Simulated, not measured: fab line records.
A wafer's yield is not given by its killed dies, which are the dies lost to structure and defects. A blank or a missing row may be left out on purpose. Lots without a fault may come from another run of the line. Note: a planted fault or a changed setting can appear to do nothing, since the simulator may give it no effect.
fab line records    flow n5_finfet    part 2 of 2: steps 17 to 26 of 26
[record] lots = 5  wafers = 15  last_day = 15
route steps=1938 shown FIN_CUT@161 STI_FIN_REVEAL@183
lots that met no fault: taken from a fault-free run of the same line
start_h: the number of hours between the record's first day and the start of the first shown wafer of the lot    wait_h: how many hours have passed since the lot's step before this one    " unchanged from the row above    L1.1+2: a single row standing in for several wafers    - no value present, or no start provided    * or withheld: withheld    < > ~ a bound
route shown NAME@n: NAME is a module with steps in the file, n the number in the route of the first one    usual: the fault-free wafers' mean and standard deviation    same: alike in all rows    chamber/n: place in a boat    sites: per-site readings    _std_site: the values' standard deviation    _edge_site: the outer-site mean with the inner-site mean subtracted    radius_mm: how far each site lies from the wafer's centre    mask NAME#n: copy n    behind: the most recent tool/chamber to have shaped the wafer    hold: the reason the lot was held/the length of the hold in hours/how it ended    device: transistor that didn't switch, given as n, p or np    end of line: at the end of the route, the tests of the same wafers    step lacking rows: just its recipe    killed: not the wafer's yield, but the dies lost to structure and defects at the first sort    map: a wafer's dies, marking killed ones x, the rest . and places with no die _
set.NAME: setting as actually run; set.NAME@STEP: the setting as run at that earlier step    model.NAME: the simulator's own value behind a step, which no gauge read
lots at some steps of the route; a table a step, a row a wafer
services: from which hour (start_h, from the record's first day; less than 0 if before it) a tool's chamber was out of use, for how many hours, and why
[[steps]]
[step N5_FIN_CUT_CUT_ETCH_28]
[recipe] chemistry = HBr/Cl2/O2  target = Si  target_depth_a = 60  mask_material = SOC  time_s = 2.4  ion_energy_ev = *  bias_w = *  pressure_mtorr = 10  icp_w = 800  HBr_flow_sccm = 150  Cl2_flow_sccm = 80  O2_flow_sccm = 12
[usual] drypump_motor_current_A = 5.6/0.36  oes_product_au = 0.997/0.014  throttle_valve_pct = 37.1/0.31
lot.wafer  tool       chamber  start_h  wait_h  drypump_motor_current_A  oes_product_au  rf_hours_counter_h  throttle_valve_pct
L074.1     rie_si-04  0        27.92    0.0     5.0                      0.992           16                  37.0
L074.2     "          1        "        "       5.7                      1.037           56                  37.1
L074.3     "          2        "        "       5.4                      1.028           14                  37.3
L078.2     rie_si-01  0        51.13    0.0     6.2                      0.979           25                  37.5
L078.4     "          2        "        "       5.9                      0.990           48                  37.0
L078.5     "          1        "        "       5.5                      1.009           -                   37.1
L082.4     rie_si-01  1        75.30    0.0     5.5                      1.009           59                  37.1
L082.5     "          2        "        "       5.9                      0.980           -                   37.0
L082.6     "          3        "        "       5.7                      0.989           -                   36.7
L083.1     rie_si-01  3        83.81    0.0     5.7                      0.989           112                 36.7
L083.4     "          0        "        "       6.2                      0.982           26                  37.5
L083.6     "          1        "        "       5.5                      1.007           -                   37.1
L086.2     rie_si-04  3        100.76   0.0     5.4                      1.002           134                 37.4
L086.3     "          0        "        "       5.0                      0.986           17                  37.0
L086.6     "          1        "        "       5.8                      1.029           -                   37.1
[step N5_FIN_CUT_STRIP_22]
[recipe] chemistry = N2/H2  power_w = 500  temp_c = 40  pressure_mtorr = 50  rf_frequency_hz = 6e+07  overash_fraction = 0.3  bias_power_w = 8  h2_frac = 0.5  n2_flow_sccm = 300  h2_flow_sccm = 300
[usual] drypump_motor_current_A = 5.7/0.4  oes_product_au = 0.76/0.076  rf_vpp_V = 54.2/2  showerhead_plenum_p_Torr = 3.36/0.11  throttle_valve_pct = 18.96/0.26
lot.wafer  tool         chamber  start_h  wait_h  drypump_motor_current_A  oes_product_au  rf_hours_counter_h  rf_vpp_V  showerhead_plenum_p_Torr  throttle_valve_pct
L074.1     rie_diel-01  2        27.98    0.0     5.6                      0.75            137                 53.8      3.38                      19.20
L074.2     "            0        "        "       5.4                      0.86            39                  54.6      3.40                      18.78
L074.3     "            3        "        "       5.9                      0.88            59                  54.4      3.52                      18.53
L078.2     rie_diel-06  2        51.20    0.0     5.2                      0.75            149                 51.8      3.51                      19.16
L078.4     "            0        "        "       5.9                      0.71            -                   53.0      3.31                      19.47
L078.5     "            1        "        "       5.5                      0.69            -                   51.8      3.35                      18.91
L082.4     rie_diel-02  0        75.37    0.0     6.0                      0.68            200                 57.1      3.18                      19.06
L082.5     "            1        "        "       5.2                      0.81            -                   56.4      3.25                      18.66
L082.6     "            0        "        "       5.9                      0.69            -                   53.2      3.18                      19.10
L083.1     rie_diel-01  1        83.87    0.0     6.4                      0.94            7                   55.9      3.29                      18.66
L083.4     "            3        "        "       5.9                      0.85            77                  51.9      3.50                      18.54
L083.6     "            0        "        "       5.5                      0.83            -                   54.8      3.39                      18.77
L086.2     rie_diel-02  0        100.83   0.0     5.9                      0.69            207                 56.5      3.18                      19.12
L086.3     "            2        "        "       5.8                      0.74            166                 54.9      3.50                      19.16
L086.6     "            3        "        "       6.4                      0.69            -                   55.2      3.31                      18.84
[step N5_FIN_CUT_PRECLEAN_36]
[recipe] chemistry = O3/DIW  time_s = 60  temp_c = 22  o3_ppm = 10
[usual] o3_ppm = 10.02/0.1
lot.wafer  tool          chamber  start_h  wait_h  o3_ppm
L074.1     wet_bench-02  6        28.05    -       9.96
L074.2     "             3        "        "       10.13
L074.3     "             7        "        "       10.12
L078.2     wet_bench-02  3        51.26    -       10.00
L078.4     "             0        "        "       9.95
L078.5     "             6        "        "       10.01
L082.4     wet_bench-02  4        75.43    -       9.92
L082.5     "             3        "        "       10.04
L082.6     "             5        "        "       9.92
L083.1     wet_bench-03  1        83.94    -       9.97
L083.4     "             0        "        "       10.04
L083.6     "             7        "        "       9.93
L086.2     wet_bench-01  5        100.90   -       10.03
L086.3     "             1        "        "       10.26
L086.6     "             4        "        "       10.09
[step N5_FIN_CUT_SRD_32]
[recipe] dry = ipa_marangoni  time_s = 30  temp_c = 23  rinse_liquid = diw
lot.wafer   tool          chamber  start_h  wait_h
L074.1+2+3  wet_bench-02  6,3,7    28.07    0.0
L078.2+4+5  wet_bench-02  3,0,6    51.28    0.0
L082.4+5+6  wet_bench-02  4,3,5    75.45    0.0
L083.1+4+6  wet_bench-03  1,0,7    83.96    0.0
L086.2+3+6  wet_bench-01  5,1,4    100.92   0.0
[step N5_FIN_CUT_UV_OZONE_34]
[recipe] time_s = 120  pressure_torr = 760  temp_c = 25
lot.wafer   tool          chamber  start_h  wait_h
L074.1+2+3  wet_bench-02  6,3,7    28.09    0.0
L078.2+4+5  wet_bench-02  3,0,6    51.30    0.0
L082.4+5+6  wet_bench-02  4,3,5    75.47    0.0
L083.1+4+6  wet_bench-03  1,0,7    83.98    0.0
L086.2+3+6  wet_bench-01  5,1,4    100.94   0.0
[step N5_FIN_CUT_INSPECT_17]
[recipe] inspect_instrument = brightfield  mode = aei
[usual] raw_defect_count = 242/76
lot.wafer  tool               chamber  start_h  wait_h  raw_defect_count
L074.1     defect_inspect-01  -        28.15    0.0     270
L074.2     "                  -        "        "       240
L074.3     "                  -        "        "       196
L078.2     defect_inspect-02  -        51.36    0.0     176
L078.4     "                  -        "        "       215
L078.5     "                  -        "        "       198
L082.4     defect_inspect-02  -        75.53    0.0     220
L082.5     "                  -        "        "       153
L082.6     "                  -        "        "       159
L083.1     defect_inspect-02  -        84.03    0.0     201
L083.4     "                  -        "        "       231
L083.6     "                  -        "        "       161
L086.2     defect_inspect-02  -        101.22   0.3     231
L086.3     "                  -        "        "       252
L086.6     "                  -        "        "       422
[step N5_STI_FIN_REVEAL_ALD_00]
[recipe] material = SiO2  target_thk_a = 10  temp_c = 300  ald_precursor_family = BDEAS  ald_co_reactant = O2-plasma  pulse_time_s = 1  pressure_torr = 2
[usual] heater_power_outer_w = 270/24  heater_power_w = 484/50  precursor_pulse_height_rel = 0.998/0.022
lot.wafer  tool        chamber  start_h  wait_h  heater_power_outer_w  heater_power_w  precursor_pulse_height_rel
L074.1     ald_sin-02  2        28.18    0.0     255                   470             1.034
L074.2     "           0        "        "       272                   482             0.981
L074.3     "           1        "        "       238                   403             0.991
L078.2     ald_sin-01  1        51.40    0.0     251                   437             1.009
L078.4     "           2        "        "       306                   563             1.012
L078.5     "           2        "        "       318                   557             0.995
L082.4     ald_sin-02  3        75.75    0.2     264                   538             0.988
L082.5     "           1        "        "       242                   391             1.024
L082.6     "           0        "        "       268                   479             0.987
L083.1     ald_sin-02  2        84.07    0.0     248                   460             0.976
L083.4     "           1        "        "       232                   397             0.998
L083.6     "           2        "        "       251                   455             1.005
L086.2     ald_sin-01  0        101.91   0.7     266                   505             0.957
L086.3     "           1        "        "       245                   433             0.998
L086.6     "           1        "        "       238                   427             0.969
[step N5_STI_FIN_REVEAL_ALD_14]
[recipe] material = Si3N4  target_thk_a = 30  temp_c = 400  ald_precursor_family = SiH2I2  ald_co_reactant = N2/H2-plasma  pressure_torr = 2
[usual] heater_power_outer_w = 530/46  heater_power_w = 866/91
lot.wafer  tool        chamber  start_h  wait_h  heater_power_outer_w  heater_power_w
L074.1     ald_sin-02  2        28.23    0.0     497                   818
L074.2     "           0        "        "       533                   869
L074.3     "           1        "        "       452                   724
L078.2     ald_sin-01  1        51.45    0.0     485                   762
L078.4     "           2        "        "       628                   975
L078.5     "           2        "        "       613                   997
L082.4     ald_sin-02  3        75.80    0.0     538                   934
L082.5     "           1        "        "       466                   712
L082.6     "           0        "        "       529                   869
L083.1     ald_sin-02  2        84.12    0.0     500                   809
L083.4     "           1        "        "       468                   697
L083.6     "           2        "        "       488                   823
L086.2     ald_sin-01  0        101.96   0.0     528                   923
L086.3     "           1        "        "       482                   756
L086.6     "           1        "        "       489                   763
[step N5_STI_FIN_REVEAL_FCVD_FILL_01]
[recipe] material = SiO2_flowable  target_thk_a = 3120  temp_c = 100  pressure_torr = 0.8  rf_w = 2000  time_s = 512.2
lot.wafer   tool     chamber  start_h  wait_h
L074.1+2+3  fcvd-01  1,0,1    28.47    0.1
L078.2+4+5  fcvd-01  0        51.89    0.3
L082.4+5+6  fcvd-02  1,1,0    76.24    0.3
L083.1+4+6  fcvd-02  0,1,1    84.37    0.1
L086.2+3+6  fcvd-01  0        102.19   0.1
[step N5_STI_FIN_REVEAL_DENSIFY_02]
[recipe] temp_c = 650  ambient = steam  time_s = 1800  idle_temp_c = 400  densification_p_h2o_torr = 640
[usual] spike_tc_lower_C = 650.6/1.2
lot.wafer  tool        chamber  start_h  wait_h  spike_tc_lower_C
L074.1     furnace-01  0        29.10    0.4     651.6
L074.2     "           0        "        "       653.8
L074.3     "           0        "        "       651.5
L078.2     furnace-02  0        52.92    0.8     650.1
L078.4     "           0        "        "       648.0
L078.5     "           0        "        "       648.7
L082.4     furnace-03  0        76.67    0.2     650.6
L082.5     "           0        "        "       651.3
L082.6     "           0        "        "       653.8
L083.1     furnace-01  0        85.00    0.4     652.4
L083.4     "           0        "        "       651.7
L083.6     "           0        "        "       648.1
L086.2     furnace-03  0        102.84   0.4     650.8
L086.3     "           0        "        "       650.8
L086.6     "           0        "        "       651.3
[[services]]
tool           chamber  start_h  hours  kind
ald_sin-02     2        3.67     3.0    repair
ald_sin-02     3        10.12    14.1   repair
rie_diel-01    1        25.15    -      clean
rie_diel-01    1        25.15    -      consumable_replace:focus_ring
rie_diel-01    1        25.15    31.0   scheduled_down
rie_diel-01    1        25.15    31.0   vent_cycle
vapor_etch-01  0        26.24    11.2   repair
rie_diel-02    1        30.25    1.6    repair
rie_diel-02    0        35.62    16.3   repair
rie_si-01      0        37.25    6.4    repair
rie_diel-06    3        43.55    -      clean
rie_diel-06    3        43.55    -      consumable_replace:focus_ring
rie_diel-06    3        43.55    21.8   scheduled_down
rie_diel-06    3        43.55    21.8   vent_cycle
rie_si-04      2        50.96    6.5    repair
fcvd-01        -        55.87    2.5    repair
rie_si-04      3        71.43    2.1    repair
wet_bench-02   -        84.73    1.9    pm
ald_sin-02     -        87.15    14.0   pm
ald_sin-02     0        87.15    14.0   vent_cycle
ald_sin-02     1        87.15    14.0   vent_cycle
ald_sin-02     2        87.15    14.0   vent_cycle
ald_sin-02     3        87.15    14.0   vent_cycle
ald_sin-02     -        101.15   6.1    pm
